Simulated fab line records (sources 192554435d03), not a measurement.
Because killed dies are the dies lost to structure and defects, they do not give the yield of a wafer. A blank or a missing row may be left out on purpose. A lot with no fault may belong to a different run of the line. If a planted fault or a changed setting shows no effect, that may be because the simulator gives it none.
A struck lot beside a sound one | flow n5 finfet | 16 steps out of a route of 1938
Sound: these wafers, L171.2, L171.4, L171.5. Struck: wafer L173.6 (L173.2, L173.5, from the same lot, were not struck and are left out); the cause is given at the end.
Order at every step that has rows: each side's tool, ch and its chambers, its first start. Under that, the readings that differ: sound wafers | struck wafers | difference of the means | sigmas: that difference in standard deviations of wafers without a fault.
alike: a reading whose means differ by less than 2 such deviations, as well as words and numbers matching on both sides. not compared: withheld readings; readings where some wafer has no value; bounds like >300 that might hide an equal value; numbers whose values overlap and for which the record gives no deviation.
A row with sigmas, a row that says differs or no value, or rows on one side alone: a step with any of these is where the two part. Numbers that have no deviation but don't overlap get no sigmas and don't part them. Lack of a reading on every wafer of one side parts them only where that side has two or more wafers.

N5_SDB_OVL_MEAS_12:
  sound on overlay-02 ch 0, day 4 20:53; struck on overlay-02 ch 0, day 5 06:23
  reading      | sound          | struck | difference | sigmas
  SDB_OVL (nm) | -0.6 -1.3 -0.2 | 2.1    | +2.8       | +4
N5_SDB_INSPECT_13: inspects for defects (brightfield).
  struck on defect inspect-02, day 5 06:24; sound on defect inspect-02, day 4 20:55
  alike: raw defect count
then, 2 steps without rows for these wafers: N5_SDB_DESCUM_16 (chemistry O2, time 7.9 s); N5_SDB_ETCH_17 (etches SiARC in CF4, target depth 23.4 nm, time 39 s).
N5_SDB_ETCH_18: etches SOC in N2/H2, target depth 100 nm, overetch 20 nm, time 150 s.
  sound on rie diel-06 ch 1,2, day 4 21:01; struck on rie diel-03 ch 1, day 5 06:31
  reading                        | sound                | struck | difference | sigmas
  chamber pressure mTorr (mTorr) | 30.064 29.981 29.957 | 30.069 | +0.068     | +2
  alike: drypump motor current A, oes product au, rf vpp V, showerhead plenum p Torr, throttle valve pct
  not compared: rf hours counter h
then, 1 step without rows for these wafers: N5_SDB_STRIP_19 (strips in N2/H2).
N5_SDB_STRIP_21: strips in CF4.
  sound on rie diel-06 ch 1,2, day 4 21:09; struck on rie diel-03 ch 1, day 5 06:38
  alike: chamber pressure mTorr, drypump motor current A, oes product au, rf vpp V, showerhead plenum p Torr, throttle valve pct
  not compared: rf hours counter h
N5_SDB_HM_OPEN_20: chemistry CH3F/O2, target SiNx, stops on poly-Si, target depth 24 nm.
  sound on rie diel-06 ch 1,2, day 4 21:10; struck on rie diel-03 ch 1, day 5 06:40
  alike: chamber pressure mTorr, drypump motor current A, oes product au, rf vpp V, showerhead plenum p Torr, throttle valve pct
  not compared: rf hours counter h
N5_SDB_STRIP_22: strips in N2/H2.
  sound on plasma asher-02 ch 0,1, day 4 21:15; struck on plasma asher-01 ch 0, day 5 06:45
  reading            | sound       | struck | difference | sigmas
  heater power w (W) | 347 320 354 | 301    | -39        | -2
  alike: drypump motor current A, oes product au, strip time to endpoint s
  not compared: rf hours counter h
then, 2 steps without rows for these wafers: N5_SDB_PRECLEAN_23 (cleans in dHF, time 30 s); N5_SDB_DUMMY_REMOVE_24 (chemistry TMAH, target poly-Si, stops on SiO2, target depth 142 nm, time 57 s, rinse time 30 s).
N5_SDB_ETCH_25: etches SiO2 in C4F6/O2, target depth 10 nm, time 3.3 s.
  sound on rie diel-04 ch 0,3, day 4 21:35; struck on rie diel-04 ch 3, day 5 07:19
  alike: chamber pressure mTorr, drypump motor current A, oes product au, rf vpp V, showerhead plenum p Torr, throttle valve pct
  not compared: rf hours counter h
N5_SDB_CUT_ETCH_26: etches Si in HBr/Cl2/O2, target depth 129.6 nm, bt time 20 s, time 51.8 s.
  sound on rie si-01 ch 1,3, day 4 21:40; struck on rie si-01 ch 0, day 5 07:23
  reading                                 | sound             | struck | difference | sigmas
  model.SDB.feature depth nm (nm)         | 129 131.4 130.2   | 109.8  | -20.4      |
  model.etch.depth nm (nm)                | 128.9 131.3 130.1 | 109.8  | -20.3      |
  model.SiNx_of_SDB_HM_DEP_00.thk nm (nm) | 21.6 22 22        | 25     | +3         |
  alike: chamber pressure mTorr, drypump motor current A, oes product au, throttle valve pct
  not compared: rf hours counter h
N5_SDB_PRECLEAN_38: cleans in dHF, time 10 s.
  sound on wet bench-05 ch 0,4,7, day 4 21:47; struck on wet bench-02 ch 2, day 5 07:31
  reading                                 | sound        | struck | difference | sigmas
  model.SiNx_of_SDB_HM_DEP_00.thk nm (nm) | 21.6 22 21.8 | 25     | +3         |
then, 1 step without rows for these wafers: N5_SDB_PRECLEAN_39 (cleans in O3/DIW, time 45 s).
-- the record jumps here: 5 days lie between the struck wafers' starts before and after (it left off in module SDB and takes up again in module BEOL_M4, whose first step shown is number 1111 of the route) --
N5_BEOL_M4_RC_MEAS_101:
  sound on prober-02 ch 0, day 10 16:28; struck on prober-01 ch 0, day 10 19:14
  reading       | sound          | struck | difference | sigmas
  SS_P (mV/dec) | 73.9 74.3 73.8 | 72.5   | -1.5       | -2
  alike: DIBL_N, DIBL_P, IOFF_N, IOFF_P, ION_N, ION_P, SS_N, VT_N, VT_P

## WHERE THEY PART
Last at N5_BEOL_M4_RC_MEAS_101 as far as this record goes, first at N5_SDB_OVL_MEAS_12.

WHY: what the simulator had put in
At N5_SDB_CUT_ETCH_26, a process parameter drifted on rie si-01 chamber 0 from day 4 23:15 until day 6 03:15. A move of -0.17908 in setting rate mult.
